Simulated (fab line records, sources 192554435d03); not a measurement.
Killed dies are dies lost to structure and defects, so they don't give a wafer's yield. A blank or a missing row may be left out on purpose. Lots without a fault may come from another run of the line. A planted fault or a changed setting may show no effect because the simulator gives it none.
Chamber matching | flow n5_finfet | N5_GATE_CUT_STRIP_42 on rie_diel-03: 4 sister chambers
The step strips in O2. 14 wafers are shown with their chamber, then 7 later ones without.

WAFERS WITH THEIR CHAMBER
wafer  | chamber | drypump_motor_current_A (A) | showerhead_plenum_p_Torr (Torr) | throttle_valve_pct (%)
L074.1 | 3       | 6.2                         | 2.03                            | 16.40
L074.3 | 1       | 5.2                         | 2.17                            | 16.50
L074.5 | 2       | 5.9                         | 2.14                            | 16.51
L078.4 | 2       | 5.8                         | 2.14                            | 16.51
L078.5 | 0       | 6.0                         | 2.07                            | 16.74
L078.6 | 1       | 5.2                         | 2.17                            | 16.50
L086.3 | 1       | 5.2                         | 2.16                            | 16.54
L086.5 | 0       | 6.0                         | 2.06                            | 16.76
L086.6 | 1       | 5.2                         | 2.16                            | 16.54
L089.1 | 2       | 5.8                         | 2.13                            | 16.55
L089.2 | 3       | 6.2                         | 2.02                            | 16.45
L089.3 | 0       | 6.0                         | 2.06                            | 16.77
L091.1 | 3       | 6.1                         | 2.02                            | 16.45
L091.2 | 2       | 5.8                         | 2.13                            | 16.57

SIGNATURES (means of the wafers above)
reading                  | chamber 0 | chamber 1 | chamber 2 | chamber 3 | scatter within a chamber
drypump_motor_current_A  | 6.000     | 5.200     | 5.825     | 6.167     | 0.0376
showerhead_plenum_p_Torr | 2.0633    | 2.1650    | 2.1350    | 2.0233    | 0.00577
throttle_valve_pct       | 16.7567   | 16.5200   | 16.5350   | 16.4333   | 0.0254
Rule: a wafer's distance from a chamber is the root of the sum, over the readings, of the square of ((its reading less the chamber's mean) divided by the reading's scatter). The wafer belongs to the nearest chamber; if the next one is less than 2 further off, it can't be placed. The scatter: the root of (the sum of the squares of (reading less its chamber's mean) over the shown wafers, divided by (wafers less chambers)).

WAFERS WITHOUT THEIR CHAMBER
wafer  | drypump_motor_current_A (A) | showerhead_plenum_p_Torr (Torr) | throttle_valve_pct (%)
L091.3 | 5.2                         | 2.16                            | 16.55
L095.4 | 5.2                         | 2.15                            | 16.57
L095.5 | 6.0                         | 2.06                            | 16.81
L095.6 | 5.2                         | 2.15                            | 16.58
L096.3 | 6.0                         | 2.06                            | 16.82
L096.4 | 6.2                         | 2.02                            | 16.47
L096.6 | 6.0                         | 2.06                            | 16.80

WHICH CHAMBER EACH WENT THROUGH
wafer  | from the rows above | in truth
L091.3 | 1                   | 1
L095.4 | 1                   | 1
L095.5 | 0                   | 0
L095.6 | 1                   | 1
L096.3 | 0                   | 0
L096.4 | 3                   | 3
L096.6 | 0                   | 0
Placed correctly: 7 of 7. Can't be placed from these rows: 0. Placed wrongly: 0.
